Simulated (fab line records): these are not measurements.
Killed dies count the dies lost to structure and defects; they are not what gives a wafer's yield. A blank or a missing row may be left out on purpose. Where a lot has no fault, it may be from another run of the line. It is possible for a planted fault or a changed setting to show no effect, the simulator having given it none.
Chamber matching + flow n5_finfet + 4 sister chambers for N5_MOL_CONTACT_COAG_STRIP_96 on rie_diel-02
The step strips in N2/H2. 4 wafers are shown with their chamber, then 11 later ones without.

## EACH WAFER AND ITS CHAMBER
| wafer  | chamber | throttle_valve_pct (%) |
|--------|---------|------------------------|
| L091.1 | 2       | 19.0                   |
| L091.4 | 1       | 18.4                   |
| L092.5 | 0       | 19.7                   |
| L093.1 | 3       | 18.6                   |

## WAFERS MISSING THEIR CHAMBER
| wafer  | throttle_valve_pct (%) |
|--------|------------------------|
| L093.2 | 18.5                   |
| L093.3 | 19.0                   |
| L094.4 | 18.4                   |
| L094.5 | 19.0                   |
| L094.6 | 18.4                   |
| L095.2 | 19.0                   |
| L095.4 | 18.6                   |
| L095.5 | 19.7                   |
| L097.4 | 18.4                   |
| L097.5 | 18.6                   |
| L097.6 | 19.0                   |

## CHAMBER TAKEN BY EACH
| wafer  | from the rows above     | in truth |
|--------|-------------------------|----------|
| L093.2 | can't be placed: 1 or 3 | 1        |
| L093.3 | 2                       | 2        |
| L094.4 | 1                       | 1        |
| L094.5 | 2                       | 2        |
| L094.6 | 1                       | 1        |
| L095.2 | 2                       | 2        |
| L095.4 | 3                       | 3        |
| L095.5 | 0                       | 0        |
| L097.4 | 1                       | 1        |
| L097.5 | 3                       | 3        |
| L097.6 | 2                       | 2        |
10 of 11 placed correctly. Cannot be placed on the basis of these rows: 1; the candidates contain the true chamber in 1. Wrongly placed: 0.
How it was worked out, from the rows above alone: a wafer's distance from a chamber is the root of the sum, over the readings, of the square of ((its reading less the chamber's mean) divided by the reading's scatter). The wafer belongs to the nearest chamber; if the next one is less than 2 further off, it can't be placed. Each chamber's mean is taken over the wafers shown for it. The scatter: with one shown wafer a chamber, the root of the mean of the squares of how far each hidden wafer lies from its nearest shown one.
